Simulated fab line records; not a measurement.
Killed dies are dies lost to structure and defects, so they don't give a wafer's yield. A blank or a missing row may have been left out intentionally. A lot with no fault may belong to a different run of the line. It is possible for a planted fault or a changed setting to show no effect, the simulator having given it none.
Matching of chambers :: flow n5_finfet :: N5_BEOL_M12_ETCH_38 on rie_diel-04 has 4 sister chambers
The step etches SiCN in CF4/N2, target depth 68.7 nm, time 73.4 s. 14 wafers are shown with their chamber, then 7 later ones without.

WAFERS PAIRED WITH THEIR CHAMBERS
wafer: L077.1
chamber: 1
drypump_motor_current_A (A): 5.6
showerhead_plenum_p_Torr (Torr): 2.14
throttle_valve_pct (%): 15.57

wafer: L077.4
chamber: 1
drypump_motor_current_A (A): 5.6
showerhead_plenum_p_Torr (Torr): 2.14
throttle_valve_pct (%): 15.59

wafer: L077.6
chamber: 0
drypump_motor_current_A (A): 6.1
showerhead_plenum_p_Torr (Torr): 2.34
throttle_valve_pct (%): 15.29

wafer: L080.3
chamber: 2
drypump_motor_current_A (A): 5.2
showerhead_plenum_p_Torr (Torr): 2.17
throttle_valve_pct (%): 15.16

wafer: L080.4
chamber: 1
drypump_motor_current_A (A): 5.6
showerhead_plenum_p_Torr (Torr): 2.13
throttle_valve_pct (%): 15.59

wafer: L080.5
chamber: 2
drypump_motor_current_A (A): 5.2
showerhead_plenum_p_Torr (Torr): 2.17
throttle_valve_pct (%): 15.15

wafer: L090.3
chamber: 3
drypump_motor_current_A (A): 5.1
showerhead_plenum_p_Torr (Torr): 2.23
throttle_valve_pct (%): 15.30

wafer: L090.5
chamber: 1
drypump_motor_current_A (A): 5.6
showerhead_plenum_p_Torr (Torr): 2.13
throttle_valve_pct (%): 15.66

wafer: L090.6
chamber: 2
drypump_motor_current_A (A): 5.2
showerhead_plenum_p_Torr (Torr): 2.16
throttle_valve_pct (%): 15.21

wafer: L097.3
chamber: 2
drypump_motor_current_A (A): 5.1
showerhead_plenum_p_Torr (Torr): 2.15
throttle_valve_pct (%): 15.22

wafer: L097.4
chamber: 0
drypump_motor_current_A (A): 6.1
showerhead_plenum_p_Torr (Torr): 2.32
throttle_valve_pct (%): 15.39

wafer: L097.5
chamber: 1
drypump_motor_current_A (A): 5.5
showerhead_plenum_p_Torr (Torr): 2.12
throttle_valve_pct (%): 15.67

wafer: L091.1
chamber: 0
drypump_motor_current_A (A): 6.1
showerhead_plenum_p_Torr (Torr): 2.32
throttle_valve_pct (%): 15.39

wafer: L091.2
chamber: 2
drypump_motor_current_A (A): 5.1
showerhead_plenum_p_Torr (Torr): 2.15
throttle_valve_pct (%): 15.23

SIGNATURES (averages over the wafers above)
reading: drypump_motor_current_A
chamber 0: 6.100
chamber 1: 5.580
chamber 2: 5.160
chamber 3: 5.100
scatter within a chamber: 0.0447

reading: showerhead_plenum_p_Torr
chamber 0: 2.3267
chamber 1: 2.1320
chamber 2: 2.1600
chamber 3: 2.2300
scatter within a chamber: 0.00973

reading: throttle_valve_pct
chamber 0: 15.3567
chamber 1: 15.6160
chamber 2: 15.1940
chamber 3: 15.3000
scatter within a chamber: 0.0451
Rule: for each reading, subtract the chamber's mean from the wafer's reading, divide by that reading's scatter and square the result; add these up over the readings and take the root, which gives the wafer's distance from the chamber. If the next closest chamber is less than 2 further off than the closest, the wafer can't be placed; otherwise it belongs to the closest. The scatter: take each reading less its chamber's mean, square it, sum over the shown wafers, divide by the number of wafers less the number of chambers, and take the root.

WAFERS WITHOUT THEIR CHAMBER
wafer: L091.3
drypump_motor_current_A (A): 5.6
showerhead_plenum_p_Torr (Torr): 2.12
throttle_valve_pct (%): 15.68

wafer: L093.1
drypump_motor_current_A (A): 5.6
showerhead_plenum_p_Torr (Torr): 2.12
throttle_valve_pct (%): 15.71

wafer: L093.4
drypump_motor_current_A (A): 5.1
showerhead_plenum_p_Torr (Torr): 2.23
throttle_valve_pct (%): 15.35

wafer: L093.5
drypump_motor_current_A (A): 5.1
showerhead_plenum_p_Torr (Torr): 2.15
throttle_valve_pct (%): 15.27

wafer: L082.1
drypump_motor_current_A (A): 5.2
showerhead_plenum_p_Torr (Torr): 2.15
throttle_valve_pct (%): 15.28

wafer: L082.3
drypump_motor_current_A (A): 5.6
showerhead_plenum_p_Torr (Torr): 2.12
throttle_valve_pct (%): 15.70

wafer: L082.6
drypump_motor_current_A (A): 6.1
showerhead_plenum_p_Torr (Torr): 2.32
throttle_valve_pct (%): 15.43

WHICH CHAMBER EACH WENT THROUGH
wafer: L091.3
from the rows above: 1
in truth: 1

wafer: L093.1
from the rows above: 1
in truth: 1

wafer: L093.4
from the rows above: 3
in truth: 3

wafer: L093.5
from the rows above: 2
in truth: 2

wafer: L082.1
from the rows above: 2
in truth: 2

wafer: L082.3
from the rows above: 1
in truth: 1

wafer: L082.6
from the rows above: 0
in truth: 0
Placed correctly: 7 of 7. Can't be placed from these rows: 0. 0 placed wrongly.
